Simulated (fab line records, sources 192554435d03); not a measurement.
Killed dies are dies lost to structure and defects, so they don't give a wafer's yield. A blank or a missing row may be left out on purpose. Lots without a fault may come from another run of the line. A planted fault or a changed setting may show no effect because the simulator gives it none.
Chamber matching | flow n5_finfet | N5_BEOL_M3_ALD_84 on ald_metal-01: 4 sister chambers
The step deposits TaN, pulse time 2 s, purge time 3 s, co reactant purge time 2 s. 4 wafers are shown with their chamber, then 12 later ones without.

WAFERS WITH THEIR CHAMBER
wafer  | chamber | heater_power_w (W)
L084.2 | 2       | 408
L088.1 | 0       | 445
L088.2 | 1       | 411
L088.3 | 3       | 452

WAFERS WITHOUT THEIR CHAMBER
wafer  | heater_power_w (W)
L090.2 | 409
L090.3 | 446
L090.6 | 453
L091.2 | 403
L091.3 | 413
L091.6 | 410
L093.1 | 416
L093.2 | 440
L093.5 | 410
L096.1 | 455
L096.3 | 392
L096.4 | 404

WHICH CHAMBER EACH WENT THROUGH
wafer  | from the rows above     | in truth
L090.2 | can't be placed: 2 or 1 | 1
L090.3 | can't be placed: 0 or 3 | 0
L090.6 | can't be placed: 3 or 0 | 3
L091.2 | can't be placed: 2 or 1 | 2
L091.3 | can't be placed: 1 or 2 | 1
L091.6 | can't be placed: 1 or 2 | 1
L093.1 | can't be placed: 1 or 2 | 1
L093.2 | can't be placed: 0 or 3 | 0
L093.5 | can't be placed: 1 or 2 | 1
L096.1 | can't be placed: 3 or 0 | 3
L096.3 | can't be placed: 2 or 1 | 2
L096.4 | can't be placed: 2 or 1 | 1
Placed correctly: 0 of 12. Can't be placed from these rows: 12 (the true chamber is among the candidates in 12). Placed wrongly: 0.
How it was worked out, from the rows above alone: a wafer's distance from a chamber is the root of the sum, over the readings, of the square of ((its reading less the chamber's mean) divided by the reading's scatter). The wafer belongs to the nearest chamber; if the next one is less than 2 further off, it can't be placed. A chamber's mean is the mean of its shown wafers. The scatter: with one shown wafer a chamber, the root of the mean of the squares of how far each hidden wafer lies from its nearest shown one.
